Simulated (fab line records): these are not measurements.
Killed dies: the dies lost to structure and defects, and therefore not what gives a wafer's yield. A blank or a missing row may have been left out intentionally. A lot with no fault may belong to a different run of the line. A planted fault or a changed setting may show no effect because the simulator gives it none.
What tool caused it? + flow n5_finfet + Sampling: 11 lots, 32 wafers, 5 of 1938 route steps

== WHAT EACH GAUGE READ, for each wafer ==
N5_BEOL_M1_OCD_MEAS_38.
| lot  | measured     | on     | trench_depth_nm (nm) |
|------|--------------|--------|----------------------|
| L613 | day 6 04:38  | ocd-02 | 55.1 54.6 55.9       |
| L614 | day 6 11:26  | ocd-02 | 53.6 54.9 53.9       |
| L615 | day 6 18:56  | ocd-02 | 55.5 54.2 56.1       |
| L617 | day 7 07:15  | ocd-01 | 56.7 55.4 56.3       |
| L620 | day 8 02:48  | ocd-01 | 55.4 54.2 55.0       |
| L623 | day 8 23:54  | ocd-01 | 55.8 56.1 54.6       |
| L624 | day 9 04:19  | ocd-01 | 55.2 55.5 55.8       |
| L625 | day 9 04:28  | ocd-02 | 54.6 55.6            |
| L631 | day 11 05:31 | ocd-02 | 55.3 55.8 54.8       |
| L633 | day 11 08:34 | ocd-02 | 54.9 55.5 55.7       |
| L634 | day 11 14:12 | ocd-01 | 54.1 55.2 54.8       |

N5_BEOL_M4_RC_MEAS_101.
| lot  | measured     | on        | DIBL_N (mV/V)  | DIBL_P (mV/V)  | IOFF_N (nA/um)    | IOFF_P (nA/um)    | ION_N (uA/um) | ION_P (uA/um) | SS_N (mV/dec)  | SS_P (mV/dec)  | VT_N (mV)         | VT_P (mV)            |
|------|--------------|-----------|----------------|----------------|-------------------|-------------------|---------------|---------------|----------------|----------------|-------------------|----------------------|
| L613 | day 7 11:56  | prober-01 | 36.1 36.0 36.9 | 36.4 36.6 37.0 | 0.151 0.157 0.162 | 0.213 0.220 0.223 | 667 686 670   | 467 468 463   | 70.4 71.2 71.6 | 73.2 73.6 73.7 | 251.6 250.6 251.5 | -249.9 -249.2 -249.0 |
| L614 | day 8 04:08  | prober-02 | 35.6 35.5 35.9 | 34.2 34.0 33.5 | 0.159 0.150 0.156 | 0.222 0.217 0.207 | 675 666 667   | 464 461 457   | 71.5 72.1 71.5 | 73.0 72.8 72.6 | 246.2 250.6 248.4 | -248.6 -248.1 -250.1 |
| L615 | day 8 12:51  | prober-02 | 37.0 37.4 35.8 | 36.3 37.6 35.2 | 0.171 0.182 0.143 | 0.212 0.231 0.192 | 677 680 673   | 457 462 457   | 72.1 71.4 71.3 | 73.2 73.9 73.3 | 249.5 246.6 249.4 | -248.3 -246.2 -250.7 |
| L617 | day 9 05:26  | prober-01 | 35.5 36.9 37.6 | 36.9 38.7 39.1 | 0.157 0.190 0.204 | 0.188 0.218 0.226 | 677 691 688   | 460 466 459   | 70.8 71.9 72.4 | 73.3 73.0 73.5 | 249.9 248.4 246.2 | -252.9 -249.9 -252.3 |
| L620 | day 9 13:36  | prober-02 | 34.7 37.3 35.3 | 35.5 38.2 35.8 | 0.136 0.170 0.142 | 0.218 0.266 0.223 | 673 675 679   | 467 472 474   | 71.1 72.1 71.8 | 72.3 73.3 72.5 | 249.2 248.7 250.7 | -247.6 -243.5 -248.0 |
| L623 | day 10 13:04 | prober-02 | 37.8 37.2 37.6 | 38.1 36.9 38.3 | 0.183 0.177 0.184 | 0.241 0.222 0.236 | 682 690 684   | 470 469 469   | 71.0 71.2 71.0 | 72.9 73.4 73.7 | 244.8 247.2 247.3 | -247.0 -250.9 -250.2 |
| L624 | day 10 13:40 | prober-01 | 35.9 35.2 35.7 | 36.0 35.3 35.8 | 0.162 0.151 0.155 | 0.199 0.188 0.194 | 670 678 670   | 461 465 462   | 71.2 71.4 71.5 | 72.5 72.7 73.0 | 247.1 245.8 246.7 | -250.7 -251.3 -252.4 |
| L625 | day 10 16:58 | prober-02 | 36.5 33.9      | 36.7 34.2      | 0.175 0.130       | 0.234 0.192       | 696 676       | 470 469       | 71.0 71.2      | 74.0 73.2      | 247.7 251.0       | -250.7 -249.3        |
| L631 | day 12 19:05 | prober-01 | 36.3 36.8 37.0 | 38.4 38.6 39.0 | 0.182 0.172 0.192 | 0.202 0.191 0.207 | 691 672 689   | 465 450 460   | 71.5 70.8 71.8 | 73.7 73.3 73.4 | 248.3 250.8 245.5 | -251.0 -254.4 -251.1 |
| L633 | day 13 14:47 | prober-01 | 34.5 35.3 32.4 | 35.4 36.1 33.1 | 0.140 0.154 0.116 | 0.186 0.202 0.156 | 673 676 664   | 460 459 457   | 71.1 72.1 70.8 | 72.7 72.4 72.0 | 249.2 250.1 254.7 | -253.0 -250.4 -251.6 |
| L634 | day 13 05:27 | prober-02 | 38.2 37.4 39.1 | 37.6 36.7 39.4 | 0.172 0.151 0.197 | 0.217 0.204 0.249 | 680 663 679   | 462 457 463   | 71.6 71.9 72.1 | 74.0 73.9 74.4 | 247.7 251.6 246.0 | -248.9 -250.7 -247.2 |

== EACH LOT AND THE TOOL THAT RAN IT (in order: tool; ch and the chambers of the sampled wafers; start) ==
| lot  | N5_BEOL_M1_CVD_47                | N5_BEOL_M1_ANNEAL_49         | N5_BEOL_M1_SPUTTER_79        |
|------|----------------------------------|------------------------------|------------------------------|
| L613 | cvd_co-01 ch 0,2, day 6 05:25    | pvd_sputter-01, day 6 05:41  | pvd_sputter-01, day 6 05:49  |
| L614 | cvd_co-02 ch 0,1, day 6 12:03    | pvd_sputter-02, day 6 12:18  | pvd_sputter-02, day 6 12:26  |
| L615 | cvd_co-01 ch 0,2, day 6 21:31    | pvd_sputter-03, day 6 21:47  | pvd_sputter-03, day 6 21:55  |
| L617 | cvd_co-01 ch 0,1,2, day 7 08:10  | pvd_sputter-03, day 7 08:52  | pvd_sputter-03, day 7 09:00  |
| L620 | cvd_co-02 ch 1,2, day 8 03:47    | pvd_sputter-01, day 8 04:02  | pvd_sputter-01, day 8 04:11  |
| L623 | cvd_co-02 ch 0,1,2, day 9 01:11  | pvd_sputter-01, day 9 02:18  | pvd_sputter-01, day 9 02:26  |
| L624 | cvd_co-02 ch 0,1, day 9 05:02    | pvd_sputter-03, day 9 05:19  | pvd_sputter-03, day 9 05:27  |
| L625 | cvd_co-02 ch 1,2, day 9 05:10    | pvd_sputter-02, day 9 06:50  | pvd_sputter-02, day 9 06:58  |
| L631 | cvd_co-01 ch 0,1,2, day 11 06:31 | pvd_sputter-03, day 11 06:45 | pvd_sputter-03, day 11 06:53 |
| L633 | cvd_co-01 ch 0,1,2, day 11 09:55 | pvd_sputter-02, day 11 11:21 | pvd_sputter-02, day 11 11:29 |
| L634 | cvd_co-01 ch 0,1,2, day 11 14:50 | pvd_sputter-02, day 11 15:05 | pvd_sputter-02, day 11 15:13 |
- N5_BEOL_M1_CVD_47: deposits Co from CCTBA/H2, target thk 3 nm, time 223.8 s.
- N5_BEOL_M1_ANNEAL_49: time 240 s.
- N5_BEOL_M1_SPUTTER_79: material Cu, target thk 4.5 nm, time 8.29 s.

== WHAT THE TOOLS THEMSELVES READ (means of the sampled wafers that have a number; where no wafer has one, the mark that the record gives instead) ==
N5_BEOL_M1_CVD_47.
| lot  | tool      | run_length_s (s) |
|------|-----------|------------------|
| L613 | cvd_co-01 | 247.3            |
| L614 | cvd_co-02 | 246.6            |
| L615 | cvd_co-01 | 247.2            |
| L617 | cvd_co-01 | 247.2            |
| L620 | cvd_co-02 | 246.6            |
| L623 | cvd_co-02 | 268.4            |
| L624 | cvd_co-02 | 268.2            |
| L625 | cvd_co-02 | 279.5            |
| L631 | cvd_co-01 | 247.1            |
| L633 | cvd_co-01 | 247.2            |
| L634 | cvd_co-01 | 247.2            |

N5_BEOL_M1_ANNEAL_49.
| lot  | tool           | heater_power_w (W) |
|------|----------------|--------------------|
| L613 | pvd_sputter-01 | 867                |
| L614 | pvd_sputter-02 | 902                |
| L615 | pvd_sputter-03 | 849                |
| L617 | pvd_sputter-03 | 860                |
| L620 | pvd_sputter-01 | 849                |
| L623 | pvd_sputter-01 | 881                |
| L624 | pvd_sputter-03 | 875                |
| L625 | pvd_sputter-02 | 981                |
| L631 | pvd_sputter-03 | 826                |
| L633 | pvd_sputter-02 | 923                |
| L634 | pvd_sputter-02 | 862                |

N5_BEOL_M1_SPUTTER_79.
| lot  | tool           | throttle_valve_pct (%) |
|------|----------------|------------------------|
| L613 | pvd_sputter-01 | 30.3                   |
| L614 | pvd_sputter-02 | 29.1                   |
| L615 | pvd_sputter-03 | 30.4                   |
| L617 | pvd_sputter-03 | 30.6                   |
| L620 | pvd_sputter-01 | 30.2                   |
| L623 | pvd_sputter-01 | 30.6                   |
| L624 | pvd_sputter-03 | 30.4                   |
| L625 | pvd_sputter-02 | 29.4                   |
| L631 | pvd_sputter-03 | 29.7                   |
| L633 | pvd_sputter-02 | 29.4                   |
| L634 | pvd_sputter-02 | 29.0                   |

== THE ANSWER, worked out from the rows above alone ==
Rule: usual is defined by the lots themselves. Put in order of their means at a reading, lots are off if they are a third of the lots or fewer, leave a main group of 4 or more, and stand apart from it by a gap of 3 or more times the standard deviation of the main group's means; of several such gaps the widest counts. A main group whose means are all the same, to the digits that the tables above print for the reading, isn't used. Also off: a lot with no number at a reading for which 4 or more lots have one. Where the step has rows for the other lots, those lots are counted as sound. First the gauges in route order, then the tools' own readings, where a lot's mean is used as printed above. At the first step where some lot is off, the reading lying furthest off is the one used; lots without a number count as furthest.
Off: L623, L624, L625, at N5_BEOL_M1_CVD_47 (run_length_s). Main group: mean 247.0 s, sd 0.26.
If a tool, at that step or one of the process steps before it, ran each lot that is off and ran no sound lot following the first of them, it fits. One fits: N5_BEOL_M1_CVD_47 on cvd_co-02. Its last sound lot is L620 (day 8 03:47), its first lot that is off L623 (day 9 01:11): a fault that began between those two fits.
On the lots that are off, the tool's own readings at N5_BEOL_M1_CVD_47 differ by more than 5 times the standard deviation of the sound lots' means, which bears it out; run_length_s reads 272.0 s there versus 247.0 s on the sound lots.

== WHAT THE SIMULATOR HAD PUT IN ==
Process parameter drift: cvd_co-02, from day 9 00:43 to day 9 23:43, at N5_BEOL_M1_CVD_47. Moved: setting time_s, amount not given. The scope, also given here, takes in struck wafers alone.
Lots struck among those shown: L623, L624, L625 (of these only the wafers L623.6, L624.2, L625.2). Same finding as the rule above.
